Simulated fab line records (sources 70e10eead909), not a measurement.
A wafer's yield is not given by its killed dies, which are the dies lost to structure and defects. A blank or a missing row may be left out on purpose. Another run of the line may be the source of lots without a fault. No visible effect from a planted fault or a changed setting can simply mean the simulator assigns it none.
Matching of chambers | flow nand harc | NHARC_A_SGD_CUT_DEP_00 on pecvd-02: 3 sister chambers
The step deposits SiNx, target thk 50 nm. 16 wafers are shown with their chamber, then 8 later ones without.

EACH WAFER AND ITS CHAMBER
wafer  | chamber | heater power w (W)
L075.1 | 0       | 698
L075.4 | 0       | 688
L075.6 | 2       | 802
L076.2 | 1       | 725
L076.3 | 2       | 703
L076.4 | 1       | 720
L081.1 | 1       | 719
L081.3 | 0       | 713
L081.5 | 1       | 735
L088.3 | 2       | 691
L088.5 | 2       | 682
L088.6 | 0       | 668
L089.2 | 1       | 730
L089.4 | 2       | 798
L089.5 | 1       | 730
L090.2 | 2       | 822

SIGNATURES (averages over the wafers above)
reading        | chamber 0 | chamber 1 | chamber 2 | scatter within a chamber
heater power w | 691.75    | 726.50    | 749.67    | 40.9
Rule: for each reading, subtract the chamber's mean from the wafer's reading, divide by that reading's scatter and square the result; add these up over the readings and take the root, which gives the wafer's distance from the chamber. The wafer belongs to the nearest chamber; if the next one is less than 2 further off, it can't be placed. How the scatter is found: for the shown wafers, subtract from each reading the mean of its chamber, square and add these, divide the total by (wafers less chambers), then take the root.

WAFERS WHOSE CHAMBER IS MISSING
wafer  | heater power w (W)
L090.5 | 619
L090.6 | 830
L093.4 | 713
L093.5 | 845
L093.6 | 639
L096.1 | 687
L096.4 | 653
L096.6 | 813

EACH ONE'S CHAMBER
wafer  | from the rows above          | in truth
L090.5 | can't be placed: 0 or 1 or 2 | 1
L090.6 | can't be placed: 2 or 1 or 0 | 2
L093.4 | can't be placed: 1 or 0 or 2 | 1
L093.5 | can't be placed: 2 or 1 or 0 | 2
L093.6 | can't be placed: 0 or 1 or 2 | 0
L096.1 | can't be placed: 0 or 1 or 2 | 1
L096.4 | can't be placed: 0 or 1 or 2 | 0
L096.6 | can't be placed: 2 or 1 or 0 | 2
Placed correctly: 0 of 8. Can't be placed from these rows: 8 (the true chamber is among the candidates in 8). Number placed wrongly: 0.
